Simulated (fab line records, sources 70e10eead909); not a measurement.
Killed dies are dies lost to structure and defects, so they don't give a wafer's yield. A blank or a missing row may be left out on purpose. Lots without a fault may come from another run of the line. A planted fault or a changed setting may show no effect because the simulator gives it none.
fab line records | flow nand_harc | part 1 of 2: steps 1 to 21 of 28
record lots=5 wafers=15 last_day=30
route steps=1302 shown A_STAIRCASE@711
lots that met no fault: from a run of the same line without faults
start_h: hours from the record's first day to the start of the lot's first wafer shown | wait_h: hours since the lot's step before | " the same as in the row above | L1.1+2: a row that stands for several wafers | - no value, or no start given | * or withheld: withheld | < > ~ a bound
route shown NAME@n: a module of which the file shows steps, and the number in the route of the first | usual: mean/standard deviation of fault-free wafers | same: alike in all rows | chamber/n: place in a boat | sites: the reading at each site | _std_site: their standard deviation | _edge_site: outer sites' mean less inner sites' | radius_mm: how far each site lies from the wafer's centre | mask NAME#n: copy n | behind: the tool/chamber that last shaped the wafer | hold: why the lot was held/for how many hours/how that ended | device: the transistor (n, p or np) that didn't switch | end of line: the same wafers' tests at the end of the route | a step without rows: its recipe alone | killed: dies lost to structure and defects at the first sort, not the wafer's yield | map: a wafer's dies, x killed, . not, _ none there
set.NAME: the setting as run; set.NAME@STEP: as run at that earlier step | model.NAME: the simulator's own value behind a step, which no gauge read
lots at some steps of the route; a table a step, a row a wafer
services: from which hour (start_h, from the record's first day; less than 0 if before it) a tool's chamber was out of use, for how many hours, and why
## steps
# step NHARC_A_STAIRCASE_ETCH_197
# recipe target_depth_a=1000 time_s=40.5 ion_energy_ev=400 c4f8_flow_sccm=20 o2_flow_sccm=10 ar_flow_sccm=withheld rf_w=600 bias_w=1000 chemistry=C4F8/O2
# usual oes_product_au=0.952/0.016 rf_vpp_V=897/4.9
# columns lot.wafer tool chamber start_h wait_h oes_product_au rf_hours_counter_h rf_vpp_V
L082.3 rie_diel-08 3 - - 0.947 18 894
L082.4 " 0 " " 0.957 13 899
L082.2 " 1 " " 0.940 16 901
L084.4 rie_diel-01 3 - - 0.923 18 892
L084.2 " 0 " " 0.931 19 905
L084.6 " 3 " " 0.926 - 892
L081.3 rie_diel-08 0 - - 0.948 15 897
L081.6 " 3 " " 0.934 - 893
L081.5 " 0 " " 0.943 - 898
L083.2 rie_diel-11 3 - - 0.944 9 903
L083.6 " 1 " " 0.949 - 896
L083.5 " 2 " " 0.958 - 898
L092.2 rie_diel-11 1 - - 0.973 24 895
L092.1 " 2 " " 0.990 25 900
L092.5 " 0 " " 0.961 - 896
# step NHARC_A_STAIRCASE_TRIM_198
# recipe time_s=211.2 o2_flow_sccm=500 ar_flow_sccm=0 bias_w=0 chemistry=O2
# usual drypump_motor_current_A=5.7/0.44 mfc_ar_sccm=0.005/0.0075 oes_product_au=1.005/0.0098 rf_vpp_V=58.0/0.87 showerhead_plenum_p_Torr=3.55/0.13 throttle_valve_pct=17.036/0.0096
# columns lot.wafer tool chamber start_h wait_h drypump_motor_current_A mfc_ar_sccm oes_product_au rf_hours_counter_h rf_vpp_V showerhead_plenum_p_Torr throttle_valve_pct
L082.3 rie_diel-08 1 - - 5.6 0.018 1.000 16 58.3 3.64 17.040
L082.2 " 2 " " 5.6 0 0.995 16 58.7 3.46 17.027
L082.4 " 3 " " 5.8 0 0.999 18 58.5 3.48 17.033
L084.2 rie_diel-01 0 - - 5.4 0.018 0.994 19 57.7 3.80 17.035
L084.4 " 3 " " 5.7 0 0.992 18 58.5 3.41 17.036
L084.6 " 1 " " 5.9 0 1.010 - 57.4 3.57 17.035
L081.3 rie_diel-08 3 - - 5.8 0 0.999 20 57.7 3.48 17.041
L081.5 " 1 " " 5.6 0.018 0.999 - 58.0 3.64 17.037
L081.6 " 2 " " 5.6 0 0.992 - 58.2 3.46 17.038
L083.2 rie_diel-11 2 - - 5.4 0 1.008 8 58.0 3.62 17.046
L083.6 " 2 " " 5.4 0 1.006 - 58.3 3.62 17.034
L083.5 " 3 " " 5.2 0.016 0.998 - 57.6 3.70 17.026
L092.1 rie_diel-11 2 - - 5.4 0 1.015 25 58.1 3.61 17.038
L092.2 " 0 " " 6.7 0 1.011 28 58.1 3.54 17.053
L092.5 " 3 " " 5.2 0.016 1.003 - 58.3 3.69 17.031
# step NHARC_A_STAIRCASE_ETCH_199
# recipe target_depth_a=1000 time_s=40.5 ion_energy_ev=400 c4f8_flow_sccm=20 o2_flow_sccm=10 ar_flow_sccm=withheld rf_w=600 bias_w=1000 chemistry=C4F8/O2
# usual oes_product_au=0.950/0.014 rf_vpp_V=897/4.9
# columns lot.wafer tool chamber start_h wait_h oes_product_au rf_hours_counter_h rf_vpp_V
L082.4 rie_diel-08 1 - - 0.945 16 900
L082.3 " 2 " " 0.952 16 894
L082.2 " 3 " " 0.957 18 893
L084.4 rie_diel-01 3 - - 0.938 19 891
L084.2 " 1 " " 0.947 21 898
L084.6 " 3 " " 0.939 - 890
L081.3 rie_diel-08 0 - - 0.949 15 898
L081.5 " 1 " " 0.933 - 900
L081.6 " 2 " " 0.929 - 893
L083.2 rie_diel-11 0 - - 0.964 8 897
L083.5 " 3 " " 0.938 - 902
L083.6 " 0 " " 0.950 - 898
L092.2 rie_diel-11 2 - - 0.952 25 900
L092.1 " 1 " " 0.964 24 893
L092.5 " 2 " " 0.970 - 899
# step NHARC_A_STAIRCASE_TRIM_200
# recipe time_s=211.2 o2_flow_sccm=500 ar_flow_sccm=0 bias_w=0 chemistry=O2
# usual drypump_motor_current_A=5.7/0.45 mfc_ar_sccm=0.005/0.0074 oes_product_au=1.003/0.0094 rf_vpp_V=57.7/0.88 showerhead_plenum_p_Torr=3.55/0.13 throttle_valve_pct=17.037/0.0084
# columns lot.wafer tool chamber start_h wait_h drypump_motor_current_A mfc_ar_sccm oes_product_au rf_hours_counter_h rf_vpp_V showerhead_plenum_p_Torr throttle_valve_pct
L082.2 rie_diel-08 2 - - 5.6 0 0.995 16 57.3 3.46 17.031
L082.3 " 3 " " 5.9 0 0.996 18 57.2 3.48 17.044
L082.4 " 1 " " 5.6 0.018 1.000 16 57.3 3.64 17.038
L084.4 rie_diel-01 3 - - 5.7 0 0.971 19 56.9 3.41 17.044
L084.2 " 0 " " 5.4 0.018 1.007 19 57.2 3.80 17.027
L084.6 " 2 " " 6.2 0 1.013 - 56.7 3.30 17.044
L081.3 rie_diel-08 0 - - 5.4 0.009 1.024 15 57.9 3.57 17.044
L081.6 " 2 " " 5.6 0 0.995 - 56.7 3.46 17.044
L081.5 " 3 " " 5.8 0 0.998 - 58.7 3.48 17.024
L083.2 rie_diel-11 1 - - 5.1 0 1.006 6 57.0 3.49 17.029
L083.6 " 3 " " 5.2 0.016 0.986 - 58.6 3.70 17.032
L083.5 " 0 " " 6.7 0 1.008 - 55.9 3.55 17.036
L092.1 rie_diel-11 0 - - 6.6 0 1.005 28 57.0 3.54 17.039
L092.2 " 1 " " 5.1 0 0.998 24 56.5 3.48 17.037
L092.5 " 1 " " 5.1 0 0.986 - 58.1 3.48 17.045
# step NHARC_A_STAIRCASE_ETCH_201
# recipe target_depth_a=1000 time_s=40.5 ion_energy_ev=400 c4f8_flow_sccm=20 o2_flow_sccm=10 ar_flow_sccm=withheld rf_w=600 bias_w=1000 chemistry=C4F8/O2
# usual oes_product_au=0.948/0.013 rf_vpp_V=897/4.7
# columns lot.wafer tool chamber start_h wait_h oes_product_au rf_hours_counter_h rf_vpp_V
L082.4 rie_diel-08 0 - - 0.968 13 898
L082.2 " 1 " " 0.952 16 902
L082.3 " 2 " " 0.933 16 893
L084.4 rie_diel-01 3 - - 0.929 19 892
L084.2 " 0 " " 0.938 19 905
L084.6 " 2 " " 0.942 - 887
L081.3 rie_diel-08 3 - - 0.933 20 893
L081.5 " 3 " " 0.931 - 896
L081.6 " 0 " " 0.946 - 897
L083.2 rie_diel-11 1 - - 0.947 6 895
L083.6 " 0 " " 0.939 - 897
L083.5 " 1 " " 0.949 - 895
L092.1 rie_diel-11 1 - - 0.937 24 894
L092.2 " 3 " " 0.968 27 902
L092.5 " 2 " " 0.960 - 897
# step NHARC_A_STAIRCASE_TRIM_202
# recipe time_s=211.2 o2_flow_sccm=500 ar_flow_sccm=0 bias_w=0 chemistry=O2
# usual drypump_motor_current_A=5.7/0.44 mfc_ar_sccm=0.005/0.0073 oes_product_au=1.007/0.0095 rf_vpp_V=57.8/0.82 showerhead_plenum_p_Torr=3.55/0.13 throttle_valve_pct=17.036/0.0091
# columns lot.wafer tool chamber start_h wait_h drypump_motor_current_A mfc_ar_sccm oes_product_au rf_hours_counter_h rf_vpp_V showerhead_plenum_p_Torr throttle_valve_pct
L082.3 rie_diel-08 3 - - 5.8 0 1.003 18 57.1 3.48 17.036
L082.4 " 0 " " 5.4 0.009 1.016 13 60.1 3.58 17.025
L082.2 " 1 " " 5.6 0.018 1.000 16 58.2 3.64 17.022
L084.4 rie_diel-01 0 - - 5.5 0.018 1.009 19 58.8 3.80 17.026
L084.2 " 3 " " 5.7 0 0.991 19 57.1 3.41 17.025
L084.6 " 1 " " 5.9 0 1.001 - 58.1 3.56 17.035
L081.3 rie_diel-08 0 - - 5.4 0.009 1.013 16 57.4 3.57 17.037
L081.6 " 3 " " 5.9 0 1.003 - 56.8 3.48 17.041
L081.5 " 0 " " 5.4 0.009 1.005 - 56.3 3.57 17.040
L083.2 rie_diel-11 2 - - 5.4 0 1.019 8 56.7 3.62 17.027
L083.6 " 1 " " 5.1 0 1.003 - 59.4 3.49 17.024
L083.5 " 2 " " 5.4 0 1.017 - 57.3 3.62 17.032
L092.2 rie_diel-11 0 - - 6.6 0 1.008 28 59.4 3.54 17.035
L092.1 " 1 " " 5.1 0 0.997 24 58.4 3.48 17.035
L092.5 " 0 " " 6.7 0 1.012 - 56.5 3.54 17.045
# step NHARC_A_STAIRCASE_ETCH_203
# recipe target_depth_a=1000 time_s=40.5 ion_energy_ev=400 c4f8_flow_sccm=20 o2_flow_sccm=10 ar_flow_sccm=withheld rf_w=600 bias_w=1000 chemistry=C4F8/O2
# usual oes_product_au=0.947/0.012 rf_vpp_V=896/4.9
# columns lot.wafer tool chamber start_h wait_h oes_product_au rf_hours_counter_h rf_vpp_V
L082.2 rie_diel-08 1 - - 0.957 17 901
L082.3 " 2 " " 0.934 16 893
L082.4 " 0 " " 0.978 13 898
L084.2 rie_diel-01 3 - - 0.950 19 892
L084.4 " 1 " " 0.945 21 898
L084.6 " 2 " " 0.957 - 888
L081.3 rie_diel-08 1 - - 0.928 20 900
L081.6 " 2 " " 0.927 - 893
L081.5 " 3 " " 0.939 - 894
L083.2 rie_diel-11 2 - - 0.941 8 900
L083.5 " 0 " " 0.953 - 897
L083.6 " 1 " " 0.939 - 896
L092.2 rie_diel-11 0 - - 0.945 28 896
L092.1 " 2 " " 0.975 25 899
L092.5 " 0 " " 0.944 - 895
# step NHARC_A_STAIRCASE_STRIP_205
# recipe power_w=1500 temp_c=250 chemistry=O2
# usual drypump_motor_current_A=5.7/0.45 heater_power_w=324/20
# columns lot.wafer tool chamber start_h wait_h drypump_motor_current_A heater_power_w rf_hours_counter_h
L082.2 plasma_asher-01 1 445.55 0.1 4.7 368 19
L082.4 " 1 " " 4.7 378 -
L082.3 " 0 " " 5.8 321 -
L084.2 plasma_asher-01 0 448.72 0.1 5.8 321 19
L084.4 " 0 " " 5.8 311 -
L084.6 " 1 " " 4.7 372 -
L081.3 plasma_asher-02 0 453.14 0.2 6.1 313 -
L081.5 " 1 " " 5.5 319 -
L081.6 " 0 " " 6.1 318 -
L083.2 plasma_asher-02 1 461.36 0.1 5.5 309 7
L083.5 " 1 " " 5.5 315 -
L083.6 " 0 " " 6.1 327 -
L092.1 plasma_asher-02 1 529.26 0.1 5.5 319 24
L092.2 " 0 " " 6.1 322 24
L092.5 " 1 " " 5.5 320 -
# step NHARC_A_STAIRCASE_STRIP_206
# recipe time_s=900 temp_c=130 chemistry=SPM
# columns lot.wafer tool chamber start_h wait_h
L082.4+2+3 wet_bench-09 1,4,5 445.91 0.2
L084.2+4+6 wet_bench-09 0,2,3 449.08 0.3
L081.5+6+3 wet_bench-01 1,2,3 453.37 0.1
L083.6+5+2 wet_bench-01 5,1,2 461.71 0.1
L092.5+1+2 wet_bench-02 1,2,4 529.65 0.1
# step NHARC_A_STAIRCASE_PRECLEAN_207
# recipe time_s=* temp_c=50 bath_age_min=0 chemistry=SC1
# columns lot.wafer tool chamber start_h wait_h
L082.4+2+3 wet_bench-09 1,4,5 - -
L084.2+4+6 wet_bench-09 0,2,3 - -
L081.5+6+3 wet_bench-01 1,2,3 - -
L083.6+5+2 wet_bench-01 5,1,2 - -
L092.5+1+2 wet_bench-02 1,2,4 - -
# step NHARC_A_STAIRCASE_SRD_208
# columns lot.wafer tool chamber start_h wait_h
L082.4+2+3 wet_bench-09 1,4,5 - -
L084.2+4+6 wet_bench-09 0,2,3 - -
L081.5+6+3 wet_bench-01 1,2,3 - -
L083.6+5+2 wet_bench-01 5,1,2 - -
L092.5+1+2 wet_bench-02 1,2,4 - -
# step NHARC_A_STAIRCASE_DEHYDRATE_209
# recipe temp_c=150 time_s=120
# usual exhaust_pa=45.0/0.97
# columns lot.wafer tool chamber start_h wait_h exhaust_pa
L082.2 litho_track-05 0 446.35 - 44.6
L082.3 " 0 " " 44.9
L082.4 " 0 " " 44.9
L084.2 litho_track-07 0 449.52 - 43.0
L084.4 " 0 " " 43.4
L084.6 " 0 " " 44.1
L081.3 litho_track-02 0 453.80 - 44.4
L081.5 " 0 " " 43.4
L081.6 " 0 " " 45.3
L083.2 litho_track-05 0 462.16 - 44.7
L083.5 " 0 " " 44.0
L083.6 " 0 " " 45.7
L092.1 litho_track-05 0 530.16 - 44.7
L092.2 " 0 " " 43.9
L092.5 " 0 " " 43.6
# step NHARC_A_STAIRCASE_HMDS_210
# recipe time_s=30
# usual exhaust_pa=45.0/0.92
# columns lot.wafer tool chamber start_h wait_h exhaust_pa
L082.2 litho_track-05 0 - - 46.7
L082.3 " 0 " " 46.0
L082.4 " 0 " " 46.9
L084.2 litho_track-07 0 - - 45.3
L084.4 " 0 " " 44.6
L084.6 " 0 " " 45.3
L081.3 litho_track-02 0 - - 44.5
L081.5 " 0 " " 45.4
L081.6 " 0 " " 45.6
L083.2 litho_track-05 0 - - 44.6
L083.5 " 0 " " 45.4
L083.6 " 0 " " 45.0
L092.1 litho_track-05 0 - - 44.3
L092.2 " 0 " " 44.6
L092.5 " 0 " " 45.3
# step NHARC_A_STAIRCASE_COAT_211
# recipe spin_rpm=1200
# usual exhaust_pa=44.9/0.87
# columns lot.wafer tool chamber start_h wait_h exhaust_pa
L082.2 litho_track-05 0 - - 44.8
L082.3 " 0 " " 44.6
L082.4 " 0 " " 44.1
L084.2 litho_track-07 0 - - 43.8
L084.4 " 0 " " 46.5
L084.6 " 0 " " 45.3
L081.3 litho_track-02 0 - - 46.3
L081.5 " 0 " " 46.3
L081.6 " 0 " " 44.5
L083.2 litho_track-05 0 - - 43.9
L083.5 " 0 " " 44.6
L083.6 " 0 " " 43.6
L092.1 litho_track-05 0 - - 45.9
L092.2 " 0 " " 44.8
L092.5 " 0 " " 45.1
# step NHARC_A_STAIRCASE_SOFTBAKE_212
# recipe temp_c=135 time_s=170
# usual exhaust_pa=44.9/0.93
# columns lot.wafer tool chamber start_h wait_h exhaust_pa
L082.2 litho_track-05 0 - - 45.9
L082.3 " 0 " " 43.4
L082.4 " 0 " " 44.9
L084.2 litho_track-07 0 - - 44.8
L084.4 " 0 " " 44.9
L084.6 " 0 " " 45.7
L081.3 litho_track-02 0 - - 45.3
L081.5 " 0 " " 44.4
L081.6 " 0 " " 44.1
L083.2 litho_track-05 0 - - 44.9
L083.5 " 0 " " 45.1
L083.6 " 0 " " 45.5
L092.1 litho_track-05 0 - - 44.2
L092.2 " 0 " " 43.8
L092.5 " 0 " " 44.6
# step NHARC_A_STAIRCASE_EBR_213
# usual exhaust_pa=45.0/0.82
# columns lot.wafer tool chamber start_h wait_h exhaust_pa
L082.2 litho_track-05 0 - - 44.8
L082.3 " 0 " " 45.9
L082.4 " 0 " " 44.2
L084.2 litho_track-07 0 - - 42.9
L084.4 " 0 " " 44.3
L084.6 " 0 " " 44.6
L081.3 litho_track-02 0 - - 45.2
L081.5 " 0 " " 44.7
L081.6 " 0 " " 44.8
L083.2 litho_track-05 0 - - 45.6
L083.5 " 0 " " 44.7
L083.6 " 0 " " 44.8
L092.1 litho_track-05 0 - - 46.9
L092.2 " 0 " " 46.0
L092.5 " 0 " " 46.5
# step NHARC_A_STAIRCASE_EXPOSE_214
# recipe na=0.5 dose_mj=31.26 mask_id=STAIR_3
# columns lot.wafer tool chamber start_h wait_h mask
L082.2+3+4 krf_scanner-01 0 446.69 - STAIR_3#0
L084.2+4+6 krf_scanner-04 0 449.85 - STAIR_3#0
L081.3+5+6 krf_scanner-04 0 454.02 - STAIR_3#0
L083.2+5+6 krf_scanner-02 0 462.50 - STAIR_3#0
L092.1+2+5 krf_scanner-01 0 530.49 - STAIR_3#0
# step NHARC_A_STAIRCASE_PEB_215
# recipe peb_temp_c=115 peb_time_s=130
# usual exhaust_pa=45.1/0.82
# columns lot.wafer tool chamber start_h wait_h exhaust_pa
L082.2 litho_track-02 0 446.75 0.1 45.2
L082.3 " 0 " " 44.6
L082.4 " 0 " " 44.3
L084.2 litho_track-07 0 449.92 0.1 45.5
L084.4 " 0 " " 46.0
L084.6 " 0 " " 45.6
L081.3 litho_track-07 0 454.08 0.1 45.7
L081.5 " 0 " " 44.0
L081.6 " 0 " " 44.9
L083.2 litho_track-07 0 462.56 0.1 44.3
L083.5 " 0 " " 44.1
L083.6 " 0 " " 45.2
L092.1 litho_track-07 0 530.56 0.1 46.2
L092.2 " 0 " " 45.2
L092.5 " 0 " " 46.4
# step NHARC_A_STAIRCASE_DEVELOP_216
# recipe time_s=140
# usual exhaust_pa=45.0/0.93
# columns lot.wafer tool chamber start_h wait_h exhaust_pa
L082.2 litho_track-02 0 - - 44.3
L082.3 " 0 " " 44.0
L082.4 " 0 " " 44.6
L084.2 litho_track-07 0 - - 42.3
L084.4 " 0 " " 42.7
L084.6 " 0 " " 43.5
L081.3 litho_track-07 0 - - 45.3
L081.5 " 0 " " 45.6
L081.6 " 0 " " 45.5
L083.2 litho_track-07 0 - - 45.5
L083.5 " 0 " " 45.1
L083.6 " 0 " " 44.6
L092.1 litho_track-07 0 - - 45.5
L092.2 " 0 " " 44.7
L092.5 " 0 " " 44.8
# step NHARC_A_STAIRCASE_HARDBAKE_218
# recipe temp_c=120 time_s=140
# usual exhaust_pa=45.1/0.93
# columns lot.wafer tool chamber start_h wait_h exhaust_pa
L082.2 litho_track-05 0 446.97 - 43.5
L082.3 " 0 " " 44.0
L082.4 " 0 " " 44.8
L084.2 litho_track-05 0 450.14 - 44.2
L084.4 " 0 " " 45.3
L084.6 " 0 " " 44.1
L081.3 litho_track-07 0 454.30 - 44.8
L081.5 " 0 " " 46.0
L081.6 " 0 " " 45.5
L083.2 litho_track-07 0 462.78 - 45.2
L083.5 " 0 " " 46.2
L083.6 " 0 " " 46.3
L092.1 litho_track-02 0 530.78 - 46.4
L092.2 " 0 " " 45.9
L092.5 " 0 " " 45.9
# step NHARC_A_STAIRCASE_DESCUM_219
# recipe time_s=3 o2_flow_sccm=200 ar_flow_sccm=0 bias_power_w=0 chemistry=O2
# usual drypump_motor_current_A=5.7/0.42 mfc_ar_sccm=0.005/0.0076 oes_product_au=1.003/0.0095 rf_vpp_V=58.0/0.83 showerhead_plenum_p_Torr=1.92/0.074 throttle_valve_pct=11.310/0.0092
# columns lot.wafer tool chamber start_h wait_h drypump_motor_current_A mfc_ar_sccm oes_product_au rf_hours_counter_h rf_vpp_V showerhead_plenum_p_Torr throttle_valve_pct
L082.2 rie_diel-01 1 447.07 - 5.9 0 0.995 20 57.6 1.93 11.310
L082.3 " 2 " " 6.2 0 0.993 13 58.1 1.78 11.296
L082.4 " 3 " " 5.7 0 0.972 18 58.6 1.85 11.310
L084.4 rie_diel-08 2 450.29 - 5.6 0 1.002 18 58.3 1.87 11.311
L084.2 " 3 " " 5.8 0 1.001 19 57.7 1.88 11.307
L084.6 " 1 " " 5.6 0.018 1.000 - 58.6 1.98 11.306
L081.3 rie_diel-08 2 454.62 - 5.6 0 0.999 21 58.4 1.87 11.319
L081.5 " 2 " " 5.6 0 0.985 - 58.1 1.87 11.321
L081.6 " 3 " " 5.8 0 1.004 - 57.2 1.88 11.303
L083.2 rie_diel-11 0 462.90 - 6.7 0 1.008 8 57.6 1.93 11.308
L083.6 " 2 " " 5.4 0 1.009 - 58.3 1.96 11.305
L083.5 " 3 " " 5.3 0.016 0.992 - 58.0 2.02 11.304
L092.2 rie_diel-11 1 530.87 - 5.1 0 0.996 24 57.4 1.89 11.309
L092.1 " 2 " " 5.4 0 1.019 25 57.6 1.96 11.310
L092.5 " 1 " " 5.1 0 0.992 - 57.6 1.89 11.303
